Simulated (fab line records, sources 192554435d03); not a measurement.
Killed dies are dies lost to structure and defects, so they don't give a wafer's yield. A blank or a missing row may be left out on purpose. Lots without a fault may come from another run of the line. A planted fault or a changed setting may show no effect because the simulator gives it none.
fab line records | flow n5_finfet
record lots=12 wafers=36 last_day=17
route steps=1938 shown BEOL_M14@1761 BEOL_M15@1776 PASSIVATION@1936
lots that met no fault: from a run of the same line without faults
start_h: hours from the record's first day to the start of the lot's first wafer shown | wait_h: hours since the lot's step before | " the same as in the row above | L1.1+2: a row that stands for several wafers | - no value, or no start given | * or withheld: withheld | < > ~ a bound
route shown NAME@n: a module of which the file shows steps, and the number in the route of the first | usual: mean/standard deviation of fault-free wafers | same: alike in all rows | chamber/n: place in a boat | sites: the reading at each site | _std_site: their standard deviation | _edge_site: outer sites' mean less inner sites' | radius_mm: how far each site lies from the wafer's centre | mask NAME#n: copy n | behind: the tool/chamber that last shaped the wafer | hold: why the lot was held/for how many hours/how that ended | device: the transistor (n, p or np) that didn't switch | end of line: the same wafers' tests at the end of the route | a step without rows: its recipe alone | killed: dies lost to structure and defects at the first sort, not the wafer's yield | map: a wafer's dies, x killed, . not, _ none there
set.NAME: the setting as run; set.NAME@STEP: as run at that earlier step | model.NAME: the simulator's own value behind a step, which no gauge read
steps of the route over a sample of lots; a table a step, a row a wafer
services: from which hour (start_h, from the record's first day; less than 0 if before it) a tool's chamber was out of use, for how many hours, and why
## steps
# step N5_BEOL_M14_PRE_CLEAN_42
# recipe gas=H2/He time_s=30 temp_c=300
# usual heater_power_w=470/40
# columns lot.wafer tool chamber start_h wait_h heater_power_w
L735.1 pvd_sputter-02 - 242.95 0.0 517
L735.4 " - " " 457
L735.6 " - " " 463
L733.2 pvd_sputter-01 - 246.38 0.0 499
L733.3 " - " " 436
L733.6 " - " " 415
L736.2 pvd_sputter-01 - 257.95 0.0 413
L736.5 " - " " 537
L736.6 " - " " 413
L734.2 pvd_sputter-01 - 258.39 0.0 544
L734.5 " - " " 411
L734.6 " - " " 555
L737.1 pvd_sputter-03 - 258.73 0.0 487
L737.3 " - " " 451
L737.5 " - " " 488
L739.1 pvd_sputter-03 - 280.97 0.0 482
L739.3 " - " " 446
L739.4 " - " " 443
L740.1 pvd_sputter-03 - 295.37 0.0 455
L740.3 " - " " 440
L740.5 " - " " 497
L742.1 pvd_sputter-02 - 308.71 0.0 473
L742.5 " - " " 517
L742.6 " - " " 473
L745.1 pvd_sputter-02 - 316.03 0.0 437
L745.2 " - " " 511
L745.5 " - " " 473
L746.3 pvd_sputter-03 - 325.83 0.0 451
L746.4 " - " " 511
L746.6 " - " " 448
L752.2 pvd_sputter-01 - 372.80 0.0 540
L752.5 " - " " 442
L752.6 " - " " 557
L754.1 pvd_sputter-03 - 383.54 0.0 452
L754.3 " - " " 443
L754.4 " - " " 496
# step N5_BEOL_M14_CMP_49
# recipe stop_on=SiO2 t_overpolish_s=5.2 down_force_psi=2 platen_rpm=80 clearing_platen_down_force_psi=2 clearing_platen_rpm=80 post_cmp_clean=cu_alkaline target_thk_nm=560 clearing_platen_pad_velocity_m_s=1.5917 pad_velocity_m_s=1.5917
# usual barrier_field_endpoint_s=11.33/0.26 motor_current_A=7.9/0.71 overpolish_run_s=5.200/0.0084 time_to_endpoint_s=120/4
# columns lot.wafer tool chamber start_h wait_h barrier_field_endpoint_s motor_current_A overpolish_run_s time_to_endpoint_s
L735.4 cmp-01 3 243.75 0.1 11.31 7.5 5.204 128
L735.1 " 2 " " 11.08 7.5 5.207 119
L735.6 " 3 " " 11.39 7.8 5.209 126
L733.3 cmp-04 1 247.19 0.2 11.04 8.0 5.213 117
L733.2 " 0 " " 10.96 8.5 5.197 117
L733.6 " 1 " " 10.94 7.3 5.208 119
L736.2 cmp-01 3 258.84 0.2 11.11 7.5 5.207 118
L736.5 " 3 " " 11.09 8.0 5.207 118
L736.6 " 0 " " 11.31 8.6 5.200 120
L734.2 cmp-01 3 259.19 0.2 11.46 8.0 5.195 118
L734.5 " 3 " " 11.50 7.9 5.189 120
L734.6 " 0 " " 11.65 8.8 5.196 122
L737.1 cmp-01 3 259.53 0.3 11.72 7.9 5.193 126
L737.3 " 0 " " 11.81 8.5 5.209 129
L737.5 " 0 " " 11.56 8.2 5.197 125
L739.3 cmp-01 3 281.78 0.2 11.56 7.9 5.202 124
L739.4 " 1 " " 11.56 9.9 5.199 122
L739.1 " 2 " " 11.22 7.2 5.204 117
L740.1 cmp-02 2 296.25 0.3 11.53 8.4 5.197 123
L740.3 " 3 " " 11.51 7.0 5.211 122
L740.5 " 1 " " 11.04 8.2 5.208 115
L742.1 cmp-01 1 309.81 0.3 11.32 9.4 5.196 121
L742.5 " 3 " " 11.59 7.6 5.195 124
L742.6 " 0 " " 11.59 8.0 5.195 123
L745.2 cmp-01 1 317.25 0.3 11.79 9.0 5.207 129
L745.1 " 2 " " 11.51 6.8 5.197 121
L745.5 " 3 " " 11.46 7.9 5.210 124
L746.4 cmp-02 2 326.90 0.2 10.97 8.0 5.189 115
L746.3 " 3 " " 11.09 6.6 5.200 118
L746.6 " 2 " " 11.30 8.2 5.205 116
L752.2 cmp-01 0 373.68 0.3 11.36 8.4 5.208 122
L752.6 " 2 " " 11.48 7.1 5.192 120
L752.5 " 3 " " 11.62 7.6 5.199 121
L754.1 cmp-01 0 384.62 0.3 11.57 8.4 5.218 126
L754.4 " 1 " " 11.52 9.6 5.194 123
L754.3 " 2 " " 11.26 7.0 5.201 120
# step N5_BEOL_M15_COAT_04
# recipe spin_rpm=1704 resist_thk_nm=800
# usual chill_plate_temp_C=23.01/0.1 resist_line_temp_C=23.00/0.11 spin_speed_rpm=1704.2/1
# columns lot.wafer tool chamber start_h wait_h chill_plate_temp_C resist_line_temp_C spin_speed_rpm
L735.1 litho_track-02 0 244.53 - 23.09 23.03 1703.5
L735.4 " 0 " " 22.97 23.05 1703.7
L735.6 " 0 " " 23.05 23.10 1704.2
L733.2 litho_track-01 0 247.97 - 23.05 23.10 1705.2
L733.3 " 0 " " 22.86 23.13 1705.0
L733.6 " 0 " " 23.00 23.26 1705.0
L736.2 litho_track-02 0 259.61 - 22.77 23.03 1702.5
L736.5 " 0 " " 22.86 22.89 1704.7
L736.6 " 0 " " 22.78 22.89 1705.0
L734.2 litho_track-02 0 259.96 - 22.94 23.15 1703.2
L734.5 " 0 " " 23.08 23.06 1704.0
L734.6 " 0 " " 23.03 23.26 1704.0
L737.1 litho_track-01 0 260.30 - 22.96 22.97 1704.9
L737.3 " 0 " " 22.96 22.99 1703.7
L737.5 " 0 " " 22.99 23.16 1704.7
L739.1 litho_track-01 0 282.55 - 23.16 23.09 1702.8
L739.3 " 0 " " 23.01 23.01 1704.4
L739.4 " 0 " " 23.04 22.82 1703.5
L740.1 litho_track-01 0 296.94 - 22.98 23.05 1704.6
L740.3 " 0 " " 23.00 23.11 1704.0
L740.5 " 0 " " 23.06 23.07 1704.1
L742.1 litho_track-01 0 310.61 - 23.02 22.99 1704.9
L742.5 " 0 " " 23.00 23.09 1705.1
L742.6 " 0 " " 23.14 22.96 1704.9
L745.1 litho_track-02 0 317.95 - 23.15 23.00 1704.3
L745.2 " 0 " " 23.10 22.94 1705.7
L745.5 " 0 " " 23.00 22.90 1706.9
L746.3 litho_track-01 0 327.64 - 23.07 23.02 1703.9
L746.4 " 0 " " 23.10 23.09 1703.6
L746.6 " 0 " " 23.09 23.12 1703.9
L752.2 litho_track-02 0 374.38 - 23.03 22.93 1841.8
L752.5 " 0 " " 23.09 22.98 1844.3
L752.6 " 0 " " 22.92 22.98 1843.5
L754.1 litho_track-02 0 385.38 - 23.11 22.92 1843.3
L754.3 " 0 " " 23.03 22.99 1842.9
L754.4 " 0 " " 23.12 22.85 1844.3
# step N5_BEOL_M15_CD_MEAS_10
# recipe target_cd_nm=360 landing_energy_ev=500 detector=se_inlens polarity=opening
# usual cd_nm=360.4/1.6
# columns lot.wafer tool chamber start_h wait_h cd_nm
L735.1 cd_sem-02 0 244.92 - 362.6
L735.4 " 0 " " 359.5
L735.6 " 0 " " 360.2
L733.2 cd_sem-02 0 248.36 - 359.9
L733.3 " 0 " " 360.3
L733.6 " 0 " " 361.4
L736.2 cd_sem-02 0 260.36 - 360.3
L736.5 " 0 " " 359.9
L736.6 " 0 " " 359.1
L734.2 cd_sem-01 0 260.39 - 360.2
L734.5 " 0 " " 360.0
L734.6 " 0 " " 360.5
L737.1 cd_sem-03 0 260.57 - 358.7
L737.3 " 0 " " 359.8
L737.5 " 0 " " 361.0
L739.1 cd_sem-01 0 282.82 - 362.7
L739.3 " 0 " " 361.3
L739.4 " 0 " " 361.0
L740.1 cd_sem-01 0 297.34 - 360.9
L740.3 " 0 " " 361.0
L740.5 " 0 " " 362.8
L742.1 cd_sem-02 0 310.88 - 358.5
L742.5 " 0 " " 359.9
L742.6 " 0 " " 359.5
L745.1 cd_sem-02 0 318.34 - 363.1
L745.2 " 0 " " 361.2
L745.5 " 0 " " 361.0
L746.3 cd_sem-03 0 328.03 - 360.0
L746.4 " 0 " " 362.0
L746.6 " 0 " " 361.8
L752.2 cd_sem-03 0 374.77 - 360.6
L752.5 " 0 " " 361.0
L752.6 " 0 " " 362.1
L754.1 cd_sem-02 0 385.78 - 361.7
L754.3 " 0 " " 359.7
L754.4 " 0 " " 363.3
# step N5_PASSIVATION_PROBE_49
# usual defect_limited_yield=91.6/1.6 killed_at_M0_to_M3=31/10 killed_at_M4_up=14/6.3 killed_at_contacts=12/6.1 killed_at_front_end=39/12 killed_at_other=3.7/2.8 killed_dies=100/19 killed_on_rim=13/4.2 killed_open=66/14 killed_short=33/8.1 sort_bin_5_function=5.0/1.1 sort_bin_6_memory=3.2/0.66 sort_n_pass=1080/18 sort_yield_pct=91.6/1.6
# same gross_dies=1180 killed_at_back_side=0 sort_bin_4_leakage[%]=0 sort_bin_8_speed[%]=0
# columns lot.wafer tool chamber start_h wait_h defect_limited_yield[%] killed_at_M0_to_M3 killed_at_M4_up killed_at_contacts killed_at_front_end killed_at_other killed_dies killed_on_rim killed_open killed_short sort_bin_5_function[%] sort_bin_6_memory[%] sort_n_pass sort_yield_pct[%]
L735.1 prober-01 - 264.07 0.0 93.1 28 10 12 28 4 82 9 47 34 4.4 2.2 1098 93.1
L735.4 prober-01 - 264.22 0.2 90.8 56 4 9 37 2 108 12 82 26 5.5 3.5 1072 90.8
L735.6 prober-01 - 264.32 0.3 90.7 39 17 13 34 7 110 19 74 34 5.8 3.1 1070 90.7
L733.2 prober-01 - 270.60 0.1 88.9 39 26 12 49 5 131 18 94 37 6.9 4.0 1049 88.9
L733.3 prober-01 - 270.65 0.1 89.7 29 41 11 38 2 121 14 91 29 6.9 3.2 1059 89.7
L733.6 prober-01 - 270.80 0.3 90.3 51 24 10 25 4 114 15 78 35 5.3 3.7 1066 90.3
L736.2 prober-02 - 280.50 0.1 90.0 20 9 33 51 5 118 13 85 33 5.7 4.0 1062 90.0
L736.5 prober-02 - 280.65 0.2 94.3 34 10 3 17 3 67 5 37 30 3.2 2.4 1113 94.3
L736.6 prober-02 - 280.70 0.3 91.5 29 26 7 36 2 100 6 70 30 5.3 3.1 1080 91.5
L737.1 prober-02 - 286.20 0.0 93.2 27 6 17 29 1 80 14 54 26 4.1 2.5 1100 93.2
L737.3 prober-02 - 286.30 0.1 93.6 14 9 22 30 1 76 13 55 20 3.7 2.5 1104 93.6
L737.5 prober-02 - 286.40 0.2 92.2 29 6 17 38 2 92 8 57 34 4.2 3.4 1088 92.2
L734.2 prober-01 - 286.84 0.1 91.9 30 19 11 26 9 95 9 64 30 5.2 2.7 1085 91.9
L734.5 prober-01 - 286.99 0.2 90.2 49 15 17 29 6 116 10 85 30 6.0 3.7 1064 90.2
L734.6 prober-01 - 287.04 0.3 90.8 43 19 11 30 5 108 9 69 37 5.3 3.4 1072 90.8
L739.1 prober-02 - 304.53 0.0 91.4 38 17 2 39 6 102 12 71 30 5.0 3.2 1078 91.4
L739.3 prober-02 - 304.63 0.1 93.2 22 7 3 47 1 80 8 53 27 4.1 2.4 1100 93.2
L739.4 prober-02 - 304.68 0.2 91.2 38 10 20 34 2 104 16 65 38 5.3 3.4 1076 91.2
L740.1 prober-02 - 314.49 0.0 89.1 61 21 9 34 4 129 20 84 45 6.8 4.0 1051 89.1
L740.3 prober-02 - 314.59 0.1 86.3 36 14 15 94 3 162 15 102 57 7.6 5.6 1018 86.3
L740.5 prober-02 - 314.69 0.2 92.0 32 12 8 38 4 94 17 65 20 4.9 2.2 1086 92.0
L742.1 prober-02 - 334.33 0.0 89.7 32 25 8 52 5 122 24 79 38 6.2 3.5 1058 89.7
L742.5 prober-02 - 334.53 0.2 91.6 21 18 8 50 2 99 12 69 30 4.7 3.6 1081 91.6
L742.6 prober-02 - 334.58 0.3 89.7 29 23 11 53 5 121 18 82 34 6.6 3.3 1059 89.7
L745.1 prober-02 - 339.01 0.0 91.2 27 16 7 52 2 104 10 59 45 5.3 3.1 1076 91.2
L745.2 prober-02 - 339.06 0.1 87.6 47 24 23 44 8 146 18 95 50 6.9 4.7 1034 87.6
L745.5 prober-02 - 339.21 0.2 91.5 20 19 6 52 3 100 13 67 32 4.4 3.9 1080 91.5
L746.3 prober-02 - 347.85 0.1 93.7 31 5 4 32 2 74 7 43 31 3.6 2.3 1106 93.7
L746.4 prober-02 - 347.90 0.2 93.1 36 12 2 27 5 82 12 53 25 4.0 2.3 1098 93.1
L746.6 prober-02 - 348.00 0.3 89.6 46 15 16 43 3 123 11 82 39 6.4 3.9 1057 89.6
L752.2 prober-01 - 393.25 0.1 89.4 47 21 9 36 12 125 15 82 40 5.5 4.7 1055 89.4
L752.5 prober-01 - 393.40 0.2 93.1 19 13 8 40 1 81 6 54 22 3.9 2.5 1099 93.1
L752.6 prober-01 - 393.45 0.3 89.2 47 10 16 44 10 127 15 80 46 6.9 3.5 1053 89.2
L754.1 prober-02 - 406.38 0.0 91.9 25 14 22 28 6 95 13 59 31 4.5 3.0 1085 91.9
L754.3 prober-02 - 406.48 0.1 93.2 17 19 18 20 6 80 10 57 22 3.8 2.4 1100 93.2
L754.4 prober-02 - 406.53 0.2 93.6 21 14 14 25 2 76 9 53 21 3.8 2.5 1104 93.6
# killed by level:class
L735.1 BEOL_M0_SAQP:geometric_particle:short=8 MOL_CONTACT_COAG:geometric_particle:open=7 BEOL_M2:geometric_particle:open=6 GATE_CUT:geometric_particle:open=5 MOL_CONTACT_COAG:geometric_particle:short=5 DUMMY_GATE:geometric_particle:open=4 BEOL_M0:geometric_particle:open=4 FIN_SAQP:geometric_particle:open=3
L735.4 BEOL_M0_SAQP:geometric_particle:open=14 FIN_SAQP:geometric_particle:open=11 BEOL_M2:geometric_particle:open=11 BEOL_M0_SAQP:geometric_particle:short=10 DUMMY_GATE:geometric_particle:open=8 MOL_CONTACT_COAG:geometric_particle:open=8 BEOL_M3:geometric_particle:open=7 BEOL_M1:geometric_particle:open=6
L735.6 FIN_SAQP:geometric_particle:open=12 MOL_CONTACT_COAG:geometric_particle:open=10 BEOL_M2:geometric_particle:open=9 BEOL_M0_SAQP:geometric_particle:short=8 BEOL_M0_SAQP:geometric_particle:open=6 BEOL_M0:geometric_particle:open=5 FIN_SAQP:geometric_particle:short=4 STI_FIN_REVEAL:geometric_particle:open=4
L733.2 FIN_SAQP:geometric_particle:open=19 BEOL_M3:geometric_particle:open=13 BEOL_M4:geometric_particle:open=12 MOL_CONTACT_COAG:geometric_particle:open=10 BEOL_M1:geometric_particle:open=10 FIN_SAQP:geometric_particle:short=8 STI_FIN_REVEAL:geometric_particle:open=8 BEOL_M5:geometric_particle:open=7
L733.3 BEOL_M4:geometric_particle:open=23 FIN_SAQP:geometric_particle:open=10 MOL_CONTACT_COAG:geometric_particle:open=9 BEOL_M3:geometric_particle:open=9 STI_FIN_REVEAL:geometric_particle:open=8 BEOL_M4:geometric_particle:short=8 BEOL_M1:geometric_particle:open=6 BEOL_M0:geometric_particle:open=5
L733.6 BEOL_M3:geometric_particle:open=26 BEOL_M4:geometric_particle:open=15 FIN_SAQP:geometric_particle:short=10 MOL_CONTACT_COAG:geometric_particle:open=7 BEOL_M1:geometric_particle:open=7 BEOL_M0_SAQP:geometric_particle:short=6 FIN_SAQP:geometric_particle:open=5 BEOL_M4:geometric_particle:short=5
L736.2 MOL_CONTACT_COAG:geometric_particle:open=27 STI_FIN_REVEAL:geometric_particle:open=17 FIN_SAQP:geometric_particle:open=11 BEOL_M2:geometric_particle:open=8 MOL_CONTACT_COAG:geometric_particle:short=6 STI_FIN_REVEAL:geometric_particle:short=4 BEOL_M0_SAQP:geometric_particle:short=4 BEOL_M0_SAQP:geometric_particle:open=4
L736.5 BEOL_M0_SAQP:geometric_particle:short=10 BEOL_M2:geometric_particle:open=8 BEOL_M4:geometric_particle:open=6 FIN_SAQP:geometric_particle:short=4 BEOL_M0_SAQP:geometric_particle:open=4 BEOL_M0:geometric_particle:open=4 BEOL_M0:geometric_particle:short=4 FIN_SAQP:geometric_particle:open=3
L736.6 BEOL_M4:geometric_particle:open=14 BEOL_M2:geometric_particle:open=12 STI_FIN_REVEAL:geometric_particle:open=10 BEOL_M4:geometric_particle:short=6 STI_FIN_REVEAL:geometric_particle:short=5 MOL_CONTACT_COAG:geometric_particle:open=5 BEOL_M3:geometric_particle:open=5 STARTING-WAFER:geometric_particle:short=5
L737.1 MOL_CONTACT_COAG:geometric_particle:open=12 FIN_SAQP:geometric_particle:short=9 STI_FIN_REVEAL:geometric_particle:open=6 BEOL_M0:geometric_particle:open=6 FIN_SAQP:geometric_particle:open=5 MOL_CONTACT_COAG:geometric_particle:short=5 BEOL_M0_SAQP:geometric_particle:open=5 BEOL_M2:geometric_particle:open=5
L737.3 MOL_CONTACT_COAG:geometric_particle:open=17 STI_FIN_REVEAL:geometric_particle:open=9 BEOL_M4:geometric_particle:open=6 BEOL_M0_SAQP:geometric_particle:open=5 FIN_SAQP:geometric_particle:open=4 MOL_CONTACT_COAG:geometric_particle:short=4 BEOL_M0_SAQP:geometric_particle:short=4 FIN_SAQP:geometric_particle:short=3
L737.5 MOL_CONTACT_COAG:geometric_particle:open=15 BEOL_M0_SAQP:geometric_particle:open=9 BEOL_M0_SAQP:geometric_particle:short=9 STI_FIN_REVEAL:geometric_particle:open=8 FIN_SAQP:geometric_particle:open=5 BEOL_M3:geometric_particle:open=5 FIN_SAQP:geometric_particle:short=4 FIN_CUT:geometric_particle:short=4
L734.2 BEOL_M0_SAQP:geometric_particle:open=12 MOL_CONTACT_COAG:geometric_particle:open=10 BEOL_M0_SAQP:geometric_particle:short=8 BEOL_M5:geometric_particle:open=7 BEOL_M2:geometric_particle:open=5 GATE_CUT:geometric_particle:short=4 STARTING-WAFER:geometric_particle:short=4 MIM_TOP:geometric_particle:open=4
L734.5 BEOL_M0_SAQP:geometric_particle:open=20 MOL_CONTACT_COAG:geometric_particle:open=15 BEOL_M0_SAQP:geometric_particle:short=10 FIN_SAQP:geometric_particle:short=7 BEOL_M1:geometric_particle:open=7 BEOL_M4:geometric_particle:open=6 FIN_SAQP:geometric_particle:open=5 BEOL_M2:geometric_particle:open=5
L734.6 BEOL_M0_SAQP:geometric_particle:open=12 BEOL_M0_SAQP:geometric_particle:short=11 BEOL_M3:geometric_particle:open=9 MOL_CONTACT_COAG:geometric_particle:open=8 FIN_SAQP:geometric_particle:open=5 BEOL_M1:geometric_particle:open=5 BEOL_M4:geometric_particle:open=5 DUMMY_GATE:geometric_particle:open=4
L739.1 FIN_SAQP:geometric_particle:open=13 BEOL_M1:geometric_particle:open=11 BEOL_M0_SAQP:geometric_particle:short=8 BEOL_M0_SAQP:geometric_particle:open=8 FIN_SAQP:geometric_particle:short=7 STI_FIN_REVEAL:geometric_particle:open=6 BEOL_M3:geometric_particle:open=5 BEOL_M5:geometric_particle:open=5
L739.3 FIN_SAQP:geometric_particle:open=19 FIN_SAQP:geometric_particle:short=8 BEOL_M0_SAQP:geometric_particle:open=8 DUMMY_GATE:geometric_particle:open=5 BEOL_M4:geometric_particle:open=5 GATE_CUT:geometric_particle:short=4 BEOL_M0_SAQP:geometric_particle:short=4 BEOL_M3:geometric_particle:open=3
L739.4 MOL_CONTACT_COAG:geometric_particle:open=16 BEOL_M1:geometric_particle:open=12 BEOL_M0_SAQP:geometric_particle:open=9 FIN_SAQP:geometric_particle:short=8 BEOL_M0_SAQP:geometric_particle:short=7 BEOL_M5:geometric_particle:open=5 FIN_SAQP:geometric_particle:open=4 STI_FIN_REVEAL:geometric_particle:open=4
L740.1 BEOL_M0_SAQP:geometric_particle:short=17 BEOL_M2:geometric_particle:open=16 BEOL_M0_SAQP:geometric_particle:open=12 BEOL_M3:geometric_particle:open=9 FIN_SAQP:geometric_particle:short=8 MOL_CONTACT_COAG:geometric_particle:open=8 DUMMY_GATE:geometric_particle:open=5 FIN_CUT:geometric_particle:open=4
L740.3 STI_FIN_REVEAL:geometric_particle:open=24 FIN_SAQP:geometric_particle:open=20 FIN_SAQP:geometric_particle:short=16 BEOL_M0_SAQP:geometric_particle:short=12 MOL_CONTACT_COAG:geometric_particle:open=10 BEOL_M4:geometric_particle:open=8 BEOL_M2:geometric_particle:open=8 BEOL_M3:geometric_particle:open=7
L740.5 BEOL_M0_SAQP:geometric_particle:open=14 FIN_SAQP:geometric_particle:open=9 STI_FIN_REVEAL:geometric_particle:open=7 HKMG_FIN:area_etch=7 BEOL_M3:geometric_particle:open=5 MOL_CONTACT_COAG:geometric_particle:open=5 BEOL_M2:geometric_particle:open=4 BEOL_M0_SAQP:geometric_particle:short=3
L742.1 FIN_SAQP:geometric_particle:open=20 BEOL_M4:geometric_particle:open=11 BEOL_M0_SAQP:geometric_particle:open=10 MOL_CONTACT_COAG:geometric_particle:open=7 STARTING-WAFER:geometric_particle:short=7 BEOL_M0_SAQP:geometric_particle:short=6 FIN_SAQP:geometric_particle:short=5 BEOL_M3:geometric_particle:open=5
L742.5 STI_FIN_REVEAL:geometric_particle:open=16 BEOL_M4:geometric_particle:open=12 BEOL_M2:geometric_particle:open=10 FIN_SAQP:geometric_particle:open=9 MOL_CONTACT_COAG:geometric_particle:open=7 STI_FIN_REVEAL:geometric_particle:short=4 GATE_CUT:geometric_particle:short=4 BEOL_M2:geometric_particle:short=4
L742.6 FIN_SAQP:geometric_particle:open=17 MOL_CONTACT_COAG:geometric_particle:open=10 BEOL_M4:geometric_particle:open=9 FIN_SAQP:geometric_particle:short=7 DUMMY_GATE:geometric_particle:open=7 BEOL_M0_SAQP:geometric_particle:short=5 BEOL_M2:geometric_particle:open=5 BEOL_M3:geometric_particle:open=5
L745.1 GATE_CUT:geometric_particle:short=13 FIN_SAQP:geometric_particle:open=10 FIN_SAQP:geometric_particle:short=8 BEOL_M3:geometric_particle:open=8 MOL_CONTACT_COAG:geometric_particle:open=7 BEOL_M0_SAQP:geometric_particle:short=7 BEOL_M5:geometric_particle:open=7 STARTING-WAFER:geometric_particle:short=6
L745.2 MOL_CONTACT_COAG:geometric_particle:open=18 FIN_SAQP:geometric_particle:open=13 FIN_SAQP:geometric_particle:short=11 BEOL_M0_SAQP:geometric_particle:short=11 BEOL_M2:geometric_particle:open=8 BEOL_M3:geometric_particle:open=8 GATE_CUT:geometric_particle:short=7 BEOL_M0_SAQP:geometric_particle:open=7
L745.5 FIN_SAQP:geometric_particle:open=11 STI_FIN_REVEAL:geometric_particle:open=9 FIN_SAQP:geometric_particle:short=8 BEOL_M3:geometric_particle:open=7 GATE_CUT:geometric_particle:open=6 GATE_CUT:geometric_particle:short=6 MOL_CONTACT_COAG:geometric_particle:open=6 BEOL_M7:geometric_particle:open=4
L746.3 FIN_SAQP:geometric_particle:open=13 BEOL_M2:geometric_particle:open=10 BEOL_M0_SAQP:geometric_particle:short=7 BEOL_M0_SAQP:geometric_particle:open=5 BEOL_M3:geometric_particle:short=4 SDB:geometric_particle:short=3 FIN_SAQP:geometric_particle:short=3 GATE_CUT:geometric_particle:short=3
L746.4 BEOL_M1:geometric_particle:open=9 FIN_SAQP:geometric_particle:open=7 BEOL_M0_SAQP:geometric_particle:short=7 BEOL_M3:geometric_particle:open=7 GATE_CUT:geometric_particle:short=5 BEOL_M0_SAQP:geometric_particle:open=5 BEOL_M4:geometric_particle:open=5 STI_FIN_REVEAL:geometric_particle:open=4
L746.6 MOL_CONTACT_COAG:geometric_particle:open=14 FIN_SAQP:geometric_particle:open=10 BEOL_M0_SAQP:geometric_particle:short=10 BEOL_M0_SAQP:geometric_particle:open=9 BEOL_M1:geometric_particle:open=9 BEOL_M3:geometric_particle:open=8 STARTING-WAFER:geometric_particle:open=6 BEOL_M4:geometric_particle:open=5
L752.2 BEOL_M0_SAQP:geometric_particle:short=15 BEOL_M0_SAQP:geometric_particle:open=14 STI_FIN_REVEAL:geometric_particle:open=9 MOL_CONTACT_COAG:geometric_particle:open=9 FIN_SAQP:geometric_particle:open=8 BEOL_M1:geometric_particle:open=7 BEOL_M4:geometric_particle:open=7 DUMMY_GATE:geometric_particle:open=5
L752.5 STI_FIN_REVEAL:geometric_particle:open=16 MOL_CONTACT_COAG:geometric_particle:open=7 BEOL_M0_SAQP:geometric_particle:short=7 BEOL_M1:geometric_particle:open=5 FIN_SAQP:geometric_particle:open=4 DUMMY_GATE:geometric_particle:open=4 GATE_CUT:geometric_particle:open=4 BEOL_M3:geometric_particle:open=4
L752.6 STI_FIN_REVEAL:geometric_particle:open=20 BEOL_M0_SAQP:geometric_particle:short=15 BEOL_M1:geometric_particle:open=15 MOL_CONTACT_COAG:geometric_particle:open=11 BEOL_M0_SAQP:geometric_particle:open=10 FIN_SAQP:geometric_particle:open=6 STI_FIN_REVEAL:geometric_particle:short=5 PAD_METAL:geometric_particle:short=5
L754.1 MOL_CONTACT_COAG:geometric_particle:open=18 BEOL_M0_SAQP:geometric_particle:short=9 BEOL_M4:geometric_particle:open=7 STI_FIN_REVEAL:geometric_particle:open=4 MOL_CONTACT_COAG:geometric_particle:short=4 BEOL_M2:geometric_particle:open=4 STARTING-WAFER:geometric_particle:short=4 FIN_SAQP:geometric_particle:open=3
L754.3 MOL_CONTACT_COAG:geometric_particle:open=13 BEOL_M4:geometric_particle:open=7 STI_FIN_REVEAL:geometric_particle:open=6 DUMMY_GATE:geometric_particle:open=5 MOL_CONTACT_COAG:geometric_particle:short=5 BEOL_M1:geometric_particle:open=5 BEOL_M5:geometric_particle:open=5 BEOL_M0_SAQP:geometric_particle:open=3
L754.4 MOL_CONTACT_COAG:geometric_particle:open=12 BEOL_M4:geometric_particle:open=7 BEOL_M0_SAQP:geometric_particle:short=5 FIN_SAQP:geometric_particle:open=4 BEOL_M2:geometric_particle:open=4 FIN_SAQP:geometric_particle:short=3 ILD0:geometric_particle:open=3 BEOL_M1:geometric_particle:open=3
## services
# columns tool chamber start_h hours kind
cmp-01 - 221.34 4.7 pm
cmp-04 - 223.57 4.0 pm
cmp-04 - 227.57 - consumable_replace:conditioner
cmp-04 - 227.57 - consumable_replace:pad
cmp-02 - 240.06 4.0 pm
cmp-02 - 244.06 - consumable_replace:conditioner
cmp-02 - 244.06 - consumable_replace:pad
cmp-04 - 247.54 5.0 repair
cmp-01 - 303.82 4.0 pm
cmp-01 - 307.82 - consumable_replace:conditioner
cmp-01 - 307.82 - consumable_replace:pad
pvd_sputter-01 - 310.44 9.1 repair
cmp-04 - 318.51 3.0 repair
cmp-01 - 320.38 5.9 pm
pvd_sputter-03 - 336.33 4.2 repair
cmp-02 - 350.29 3.3 repair
## key
first_sign step=N5_BEOL_M15_COAT_04 reading=spin_speed_rpm direction=up sigmas=99+ usual=* struck=*
effect none on later readings
met_at N5_BEOL_M15_COAT_04
struck_lots L752,L754
not_acting_at N5_BEOL_M14_PRE_CLEAN_42,N5_BEOL_M14_CMP_49,N5_BEOL_M15_CD_MEAS_10
onset_between 317.95 374.38
fault kind=process_parameter_drift tool=litho_track-02 chamber=- onset_h=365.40 steps=N5_BEOL_M15_COAT_04 channel=spin_rpm offset=* shape=step end_h=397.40 acts_in=* stated=*
